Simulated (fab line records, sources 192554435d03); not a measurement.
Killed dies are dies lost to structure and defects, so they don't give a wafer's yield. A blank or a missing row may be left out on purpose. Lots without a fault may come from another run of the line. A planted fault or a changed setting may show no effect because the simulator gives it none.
Problem report in the 8D (eight disciplines) form, filled by code | flow n5_finfet | the parts of the form that need people (team, actions taken, sign-off) are left out

1. THE PROBLEM
spin_speed_rpm at N5_HKMG_FIN_COAT_85 reads a mean of 1552.3 rpm on 9 wafers of 3 lots; wafers without a fault read 1500.0 rpm with a standard deviation of 1.2. That is +44 standard deviations from the usual mean.
The step: time 60 s, resist thk 300 nm.
First seen on wafer L165.1, day 6 23:58, on litho_track-03. The record holds 21 wafers of 7 lots with a number at this step. Rule for "out", or "out of limits": more than 4 standard deviations from the usual mean. The other wafers with a number count as sound.

2. WHAT IT IS AND WHAT IT IS NOT
question                    | is                     | is not
which readings at this step | spin_speed_rpm         | resist_line_temp_C
which lots                  | L165, L166, L168       | L155, L158, L173, L174
which wafers of those lots  | all that have a number | -
read on which tools         | litho_track-03         | litho_track-04, litho_track-05
when                        | from day 6 23:58       | up to then (6 sound wafers); but 6 sound wafers of L173, L174 came after

3. SUSPECTS, AND WHAT RULES EACH OUT
Counting: a tool at a process step up to the reading stays a suspect if it ran every lot that is out and no sound lot after the first of them.
- litho_track-03 at N5_HKMG_FIN_COAT_85 (time 60 s, resist thk 300 nm): kept. It ran every lot that is out, first L165 (day 6 23:58), and no sound lot after that; its last sound lot up to then is L158 (day 5 03:05). Its own readings are out on those wafers: spin_speed_rpm.
Left after counting: litho_track-03 at N5_HKMG_FIN_COAT_85.

4. THE CAUSE (what the simulator had put in)
Process parameter drift: litho_track-03, from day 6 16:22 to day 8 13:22, at N5_HKMG_FIN_COAT_85. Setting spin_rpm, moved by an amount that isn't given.
Counting left only this tool.

5. THE CHAIN OF EFFECTS, in route order
Each row: a reading whose mean over the struck wafers that have a number lies more than 3 standard deviations from the usual. Only readings for which the record gives a usual standard deviation are gone through. hours: the time from each lot's start at the first step in this table that gives one to its start at this step, as a median over the lots. sigmas: the change in usual standard deviations.
hours | step                | reading        | usual      | on struck wafers | change | sigmas
0     | N5_HKMG_FIN_COAT_85 | spin_speed_rpm | 1500.0 rpm | 1552.3           | +52.3  | +44
The process steps in it:
- N5_HKMG_FIN_COAT_85: time 60 s, resist thk 300 nm.
Later measuring or inspecting steps at which every struck wafer that the step has a row for has a number for every such reading, and none has moved that far: N5_BEOL_M4_RC_MEAS_101.

6. WHAT WOULD HAVE CAUGHT IT SOONER
In this record the first reading out of limits was taken at day 6 23:58, 8 hours after the fault began at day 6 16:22.
